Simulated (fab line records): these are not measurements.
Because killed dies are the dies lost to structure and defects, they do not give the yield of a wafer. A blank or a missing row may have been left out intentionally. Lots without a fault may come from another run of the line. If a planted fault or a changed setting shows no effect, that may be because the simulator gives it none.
2 desks looking at one fault | flow n5Finfet | numbers are kept per desk, each desk with only its own; the story behind them comes last

THE TOOL OWNER'S DESK: pecvd-01
The tool's own readings at N5_PASSIVATION_PECVD_53 (deposits SiO2 from TEOS/O2, target thk 800 nm, time 169.4 s): means of the sampled wafers that have a number, for each lot that ran on this tool. Any lot whose mean is over 4 standard deviations away from the usual mean is out of limits and marked OUT; that distance is given in the brackets.
Columns: A = susceptorTempC at N5_PASSIVATION_PECVD_53, usual 400.03 C
lot  | first seen here | A
L708 | day 13 16:04    | 400.13
L709 | day 14 06:13    | 400.18
L711 | day 14 08:20    | 403.87 (+17) OUT
Finding of this desk: L711 out of limits; the first was L711 at day 14 08:20, on susceptorTempC at N5_PASSIVATION_PECVD_53. L708, L709 stayed within limits.

FROM THE METROLOGY DESK
What the gauges read, lot by lot, whatever tool the lot ran on: means of the sampled wafers that have a number. Any lot whose mean is over 4 standard deviations away from the usual mean is out of limits and marked OUT; that distance is given in the brackets.
Columns: A = TV_OVL at N5_PASSIVATION_OVL_MEAS_60, usual 2 nm
lot  | first seen here | A
L705 | day 12 22:41    | -10
L708 | day 13 13:04    | -4
L710 | day 13 23:23    | -1
L709 | day 14 02:42    | 4
L711 | day 14 05:24    | 3
L713 | day 14 13:41    | 5
L714 | day 14 23:05    | 4
L723 | day 17 00:36    | 10
L724 | day 17 05:31    | 8
L727 | day 18 21:32    | 6
L728 | day 18 22:29    | 1
This desk's verdict: no lot among the 11 shows anything out of limits.

PUT TOGETHER
At day 14 08:20, on L711, the tool owner's desk was in a position to raise an alarm.
Nothing out of limits was seen by the metrology desk.
The metrology desk has L711 on record, within its limits.
The lots listed all ran N5_PASSIVATION_PECVD_53 on pecvd-01.

WHAT HAD BEEN PUT IN BY THE SIMULATOR
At N5_PASSIVATION_PECVD_53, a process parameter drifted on pecvd-01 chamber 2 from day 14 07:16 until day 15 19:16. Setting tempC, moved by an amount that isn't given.
Shown lots that were struck: L711.
Each desk's first reading out of limits, in hours after the fault started: the tool owner's desk, 1.
